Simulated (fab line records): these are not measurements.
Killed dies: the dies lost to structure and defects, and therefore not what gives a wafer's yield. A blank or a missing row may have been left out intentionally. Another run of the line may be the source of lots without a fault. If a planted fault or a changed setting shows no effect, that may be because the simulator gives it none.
Matching of chambers ; flow n5Finfet ; aldSin-01 running N5_BEOL_M0_SAQP_ALD_48: 4 sister chambers
The step deposits SiO2, target thk 20 nm, pulse time 1 s, co reactant pulse time 1 s. 8 wafers are shown with their chamber, then 9 later ones without.

== WAFERS PAIRED WITH THEIR CHAMBERS ==
wafer;chamber;heaterPowerW (W);heaterPowerOuterW (W)
L082.6;0;76;41
L084.6;0;74;42
L085.3;3;81;40
L090.1;1;73;40
L090.5;2;76;41
L091.1;1;75;39
L091.4;2;76;43
L091.6;3;82;40

== WAFERS MISSING THEIR CHAMBER ==
wafer;heaterPowerW (W);heaterPowerOuterW (W)
L092.2;80;39
L092.3;75;41
L092.6;74;39
L095.1;79;42
L095.4;74;41
L095.6;75;38
L097.1;75;39
L097.3;78;43
L097.6;74;39

== WHICH CHAMBER EACH ONE RAN IN ==
wafer;from the rows above;in truth
L092.2;3;3
L092.3;can't be placed: 0 or 2 or 1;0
L092.6;1;1
L095.1;can't be placed: 2 or 3 or 0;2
L095.4;can't be placed: 0 or 1 or 2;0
L095.6;1;1
L097.1;can't be placed: 1 or 0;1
L097.3;can't be placed: 2 or 0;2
L097.6;1;1
Placed correctly: 4 of 9. Can't be placed from these rows: 5 (the true chamber is among the candidates in 5). Number placed wrongly: 0.
How it was worked out, from the rows above alone: a wafer's distance from a chamber is the root of the sum, over the readings, of the square of ((its reading less the chamber's mean) divided by the reading's scatter). The wafer belongs to the nearest chamber; if the next one is less than 2 further off, it can't be placed. The mean given for a chamber averages the wafers shown for that chamber. The scatter is the square root of a quotient: the sum, over the shown wafers, of each reading's squared deviation from its chamber's mean, divided by wafers minus chambers.
